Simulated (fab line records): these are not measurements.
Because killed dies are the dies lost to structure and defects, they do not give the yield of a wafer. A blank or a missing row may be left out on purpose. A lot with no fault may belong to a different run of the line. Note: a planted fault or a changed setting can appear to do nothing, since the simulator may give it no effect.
Which tool did it? + flow nandHarc + 24 lots, 72 wafers sampled, at 4 steps of a route of 1302

== WHAT THE GAUGES READ, wafer by wafer ==
NHARC_A_ONON_D1_THK_MEAS_02: measures by ellipsometry.
| lot  | measured     | on           | thkNm (nm)     |
|------|--------------|--------------|----------------|
| L074 | day 7 19:17  | filmMetro-02 | 1015 1015 1015 |
| L075 | day 7 19:00  | filmMetro-02 | 1001 1000 998  |
| L077 | day 8 23:11  | filmMetro-02 | 1010 1008 1009 |
| L076 | day 8 23:13  | filmMetro-01 | 1007 1005 1007 |
| L078 | day 9 12:40  | filmMetro-01 | 1004 1005 1004 |
| L079 | day 9 20:22  | filmMetro-01 | 1017 1016 1018 |
| L080 | day 10 03:52 | filmMetro-02 | 987 989 989    |
| L081 | day 10 20:06 | filmMetro-02 | 1000 999 1000  |
| L082 | day 10 20:05 | filmMetro-01 | 1021 1020 1018 |
| L083 | day 11 12:23 | filmMetro-02 | 995 996 995    |
| L084 | day 11 21:34 | filmMetro-01 | 978 980 981    |
| L085 | day 12 06:45 | filmMetro-02 | 1004 1004 1006 |
| L086 | day 12 16:15 | filmMetro-02 | 988 987 988    |
| L087 | day 13 02:10 | filmMetro-01 | 997 998 998    |
| L088 | day 13 17:36 | filmMetro-02 | 1000 999 999   |
| L089 | day 14 06:07 | filmMetro-01 | 1011 1011 1013 |
| L090 | day 14 19:41 | filmMetro-01 | 989 989 988    |
| L091 | day 14 19:41 | filmMetro-02 | 986 988 986    |
| L092 | day 15 04:15 | filmMetro-01 | 1000 998 998   |
| L093 | day 15 14:59 | filmMetro-01 | 1005 1005 1005 |
| L094 | day 15 22:37 | filmMetro-02 | 1006 1006 1005 |
| L095 | day 16 20:32 | filmMetro-01 | 1008 1008 1008 |
| L096 | day 17 00:25 | filmMetro-01 | 991 995 993    |
| L097 | day 17 00:25 | filmMetro-01 | 1003 1003 1003 |

== WHICH TOOL RAN EACH LOT (tool, then ch and the chambers of the sampled wafers, then the start) ==
| lot  | NHARC_P_BONDPAD_DEGAS_25    | NHARC_P_BONDPAD_ANNEAL_28       | NHARC_A_ZERO_WELL_DESCUM_12       |
|------|-----------------------------|---------------------------------|-----------------------------------|
| L074 | pvdSputter-03, day 6 18:21  | rtpAnneal-02 ch 0, day 6 19:04  | rieDiel-04 ch 1,2,3, day 6 21:26  |
| L075 | pvdSputter-01, day 6 19:37  | rtpAnneal-01 ch 0, day 6 20:22  | rieDiel-04 ch 0,1,2, day 6 22:41  |
| L077 | pvdSputter-03, day 7 20:37  | rtpAnneal-02 ch 0, day 7 21:20  | rieDiel-10 ch 1,2,3, day 7 23:43  |
| L076 | pvdSputter-01, day 7 22:42  | rtpAnneal-01 ch 0, day 7 23:26  | rieDiel-04 ch 0,1,3, day 8 01:47  |
| L078 | pvdSputter-02, day 8 10:13  | rtpAnneal-01 ch 0, day 8 11:00  | rieDiel-10 ch 0,1,2, day 8 13:19  |
| L079 | pvdSputter-01, day 8 19:10  | rtpAnneal-02 ch 0, day 8 20:00  | rieDiel-04 ch 2,3, day 8 22:14    |
| L080 | pvdSputter-01, day 9 00:25  | rtpAnneal-02 ch 0, day 9 01:08  | rieDiel-04 ch 0,1, day 9 03:38    |
| L081 | pvdSputter-02, day 9 18:43  | rtpAnneal-02 ch 0, day 9 19:32  | rieDiel-10 ch 0,1, day 9 21:47    |
| L082 | pvdSputter-03, day 9 19:04  | rtpAnneal-01 ch 0, day 9 19:47  | rieDiel-10 ch 0,1, day 9 22:09    |
| L083 | pvdSputter-03, day 10 08:42 | rtpAnneal-01 ch 0, day 10 09:28 | rieDiel-04 ch 0,3, day 10 11:49   |
| L084 | pvdSputter-03, day 10 20:41 | rtpAnneal-02 ch 0, day 10 21:32 | rieDiel-04 ch 0,1,2, day 10 23:48 |
| L085 | pvdSputter-02, day 11 03:45 | rtpAnneal-02 ch 0, day 11 04:37 | rieDiel-04 ch 0,1,2, day 11 06:54 |
| L086 | pvdSputter-02, day 11 15:21 | rtpAnneal-02 ch 0, day 11 16:09 | rieDiel-04 ch 1,3, day 11 18:25   |
| L087 | pvdSputter-02, day 12 01:56 | rtpAnneal-01 ch 0, day 12 02:44 | rieDiel-04 ch 0,1, day 12 04:55   |
| L088 | pvdSputter-01, day 12 16:10 | rtpAnneal-01 ch 0, day 12 17:03 | rieDiel-04 ch 0,1, day 12 19:18   |
| L089 | pvdSputter-03, day 13 03:02 | rtpAnneal-02 ch 0, day 13 03:57 | rieDiel-10 ch 1,2,3, day 13 06:08 |
| L090 | pvdSputter-02, day 13 16:55 | rtpAnneal-01 ch 0, day 13 17:43 | rieDiel-04 ch 2,3, day 13 19:56   |
| L091 | pvdSputter-01, day 13 19:10 | rtpAnneal-02 ch 0, day 13 19:58 | rieDiel-10 ch 0,2,3, day 13 22:22 |
| L092 | pvdSputter-01, day 14 02:10 | rtpAnneal-02 ch 0, day 14 03:02 | rieDiel-04 ch 0,1,3, day 14 05:20 |
| L093 | pvdSputter-01, day 14 13:32 | rtpAnneal-01 ch 0, day 14 14:16 | rieDiel-13 ch 1,2, day 14 16:38   |
| L094 | pvdSputter-01, day 14 19:23 | rtpAnneal-02 ch 0, day 14 20:11 | rieDiel-04 ch 0,3, day 14 22:28   |
| L095 | pvdSputter-03, day 15 18:47 | rtpAnneal-02 ch 0, day 15 19:37 | rieDiel-13 ch 1,2, day 15 21:44   |
| L096 | pvdSputter-01, day 15 22:44 | rtpAnneal-01 ch 0, day 15 23:31 | rieDiel-10 ch 1,2,3, day 16 01:40 |
| L097 | pvdSputter-02, day 16 01:55 | rtpAnneal-02 ch 0, day 16 02:43 | rieDiel-04 ch 0,3, day 16 05:01   |
- NHARC_P_BONDPAD_DEGAS_25: time 60 s.
- NHARC_P_BONDPAD_ANNEAL_28: time 90 s.
- NHARC_A_ZERO_WELL_DESCUM_12: chemistry O2, time 3 s.

== AS READ BY THE TOOLS THEMSELVES (means over the sampled wafers that have a number; for cases with no such wafer, the mark the record gives instead) ==
NHARC_P_BONDPAD_DEGAS_25.
| lot  | tool          | heaterPowerW (W) |
|------|---------------|------------------|
| L074 | pvdSputter-03 | 480              |
| L075 | pvdSputter-01 | 424              |
| L077 | pvdSputter-03 | 478              |
| L076 | pvdSputter-01 | 425              |
| L078 | pvdSputter-02 | 510              |
| L079 | pvdSputter-01 | 432              |
| L080 | pvdSputter-01 | 395              |
| L081 | pvdSputter-02 | 464              |
| L082 | pvdSputter-03 | 501              |
| L083 | pvdSputter-03 | 507              |
| L084 | pvdSputter-03 | 499              |
| L085 | pvdSputter-02 | 506              |
| L086 | pvdSputter-02 | 505              |
| L087 | pvdSputter-02 | 448              |
| L088 | pvdSputter-01 | 463              |
| L089 | pvdSputter-03 | 496              |
| L090 | pvdSputter-02 | 475              |
| L091 | pvdSputter-01 | 440              |
| L092 | pvdSputter-01 | 381              |
| L093 | pvdSputter-01 | 458              |
| L094 | pvdSputter-01 | 443              |
| L095 | pvdSputter-03 | 506              |
| L096 | pvdSputter-01 | 425              |
| L097 | pvdSputter-02 | 467              |

NHARC_P_BONDPAD_ANNEAL_28.
| lot  | tool         | wafer_temp_C_max |
|------|--------------|------------------|
| L074 | rtpAnneal-02 | 226.1            |
| L075 | rtpAnneal-01 | 225.4            |
| L077 | rtpAnneal-02 | 226.2            |
| L076 | rtpAnneal-01 | 225.4            |
| L078 | rtpAnneal-01 | 225.5            |
| L079 | rtpAnneal-02 | 226.1            |
| L080 | rtpAnneal-02 | 226.3            |
| L081 | rtpAnneal-02 | 226.3            |
| L082 | rtpAnneal-01 | 225.8            |
| L083 | rtpAnneal-01 | 225.5            |
| L084 | rtpAnneal-02 | 226.2            |
| L085 | rtpAnneal-02 | 226.2            |
| L086 | rtpAnneal-02 | 226.0            |
| L087 | rtpAnneal-01 | 225.5            |
| L088 | rtpAnneal-01 | 225.4            |
| L089 | rtpAnneal-02 | 226.1            |
| L090 | rtpAnneal-01 | 225.5            |
| L091 | rtpAnneal-02 | 226.2            |
| L092 | rtpAnneal-02 | 226.0            |
| L093 | rtpAnneal-01 | 225.5            |
| L094 | rtpAnneal-02 | 226.1            |
| L095 | rtpAnneal-02 | 226.1            |
| L096 | rtpAnneal-01 | 225.6            |
| L097 | rtpAnneal-02 | 226.1            |

NHARC_A_ZERO_WELL_DESCUM_12.
| lot  | tool       | drypumpMotorCurrentA (A) | oesProductAu (a.u.) | rfVppV (V) | showerheadPlenumPTorr (Torr) | throttleValvePct (%) |
|------|------------|--------------------------|---------------------|------------|------------------------------|----------------------|
| L074 | rieDiel-04 | 5.8                      | 1.008               | 57.9       | 2.00                         | 11.318               |
| L075 | rieDiel-04 | 6.1                      | 0.999               | 57.9       | 1.93                         | 11.310               |
| L077 | rieDiel-10 | 5.9                      | 0.996               | 57.4       | 1.89                         | 11.312               |
| L076 | rieDiel-04 | 6.1                      | 0.992               | 57.9       | 1.96                         | 11.311               |
| L078 | rieDiel-10 | 6.0                      | 1.000               | 57.9       | 1.93                         | 11.311               |
| L079 | rieDiel-04 | 5.8                      | 1.002               | 58.4       | 1.95                         | 11.318               |
| L080 | rieDiel-04 | 6.1                      | 1.006               | 57.2       | 1.98                         | 11.310               |
| L081 | rieDiel-10 | 5.9                      | 1.006               | 58.2       | 1.92                         | 11.319               |
| L082 | rieDiel-10 | 5.8                      | 1.006               | 58.1       | 1.92                         | 11.312               |
| L083 | rieDiel-04 | 6.2                      | 1.001               | 58.4       | 1.87                         | 11.313               |
| L084 | rieDiel-04 | 6.1                      | 0.995               | 57.5       | 1.93                         | 11.307               |
| L085 | rieDiel-04 | 6.1                      | 0.991               | 57.4       | 1.93                         | 11.317               |
| L086 | rieDiel-04 | 5.7                      | 0.996               | 58.4       | 2.04                         | 11.312               |
| L087 | rieDiel-04 | 6.1                      | 0.999               | 57.5       | 1.98                         | 11.311               |
| L088 | rieDiel-04 | 6.1                      | 0.999               | 57.9       | 1.98                         | 11.313               |
| L089 | rieDiel-10 | 5.9                      | 1.007               | 57.8       | 1.89                         | 11.307               |
| L090 | rieDiel-04 | 5.7                      | 1.007               | 58.3       | 1.98                         | 11.310               |
| L091 | rieDiel-10 | 6.1                      | 1.004               | 58.1       | 1.91                         | 11.298               |
| L092 | rieDiel-04 | 6.0                      | 0.998               | 58.1       | 1.96                         | 11.312               |
| L093 | rieDiel-13 | 6.1                      | 0.996               | 57.8       | 1.88                         | 11.321               |
| L094 | rieDiel-04 | 6.2                      | 0.999               | 56.8       | 1.87                         | 11.306               |
| L095 | rieDiel-13 | 6.1                      | 0.996               | 57.2       | 1.88                         | 11.303               |
| L096 | rieDiel-10 | 5.9                      | 0.996               | 57.5       | 1.88                         | 11.310               |
| L097 | rieDiel-04 | 5.9                      | 1.006               | 58.1       | 1.95                         | 11.313               |

== THE ANSWER, worked out from the rows above alone ==
Rule: the lots themselves supply what counts as usual. The widest of any qualifying gaps counts: lots, ordered by their means at a reading, are off when they make up no more than a third of the lots, leave a main group of 4 or more, and stand apart from it by 3 or more times the standard deviation of that group's means. A main group whose means are all the same, to the digits that the tables above print for the reading, isn't used. Also off: a lot with no number at a reading for which 4 or more lots have one. Where the step has rows for the other lots, those lots are counted as sound. After the gauges, taken in route order, come the tools' own readings; for these a lot's mean is taken, as printed above. The first step at which some lot is off is used, and at that step the reading that is off furthest; a lot without a number counts as furthest.
No lot is off at any reading shown: from this, nothing can be told.

== WHAT THE SIMULATOR PUT IN ==
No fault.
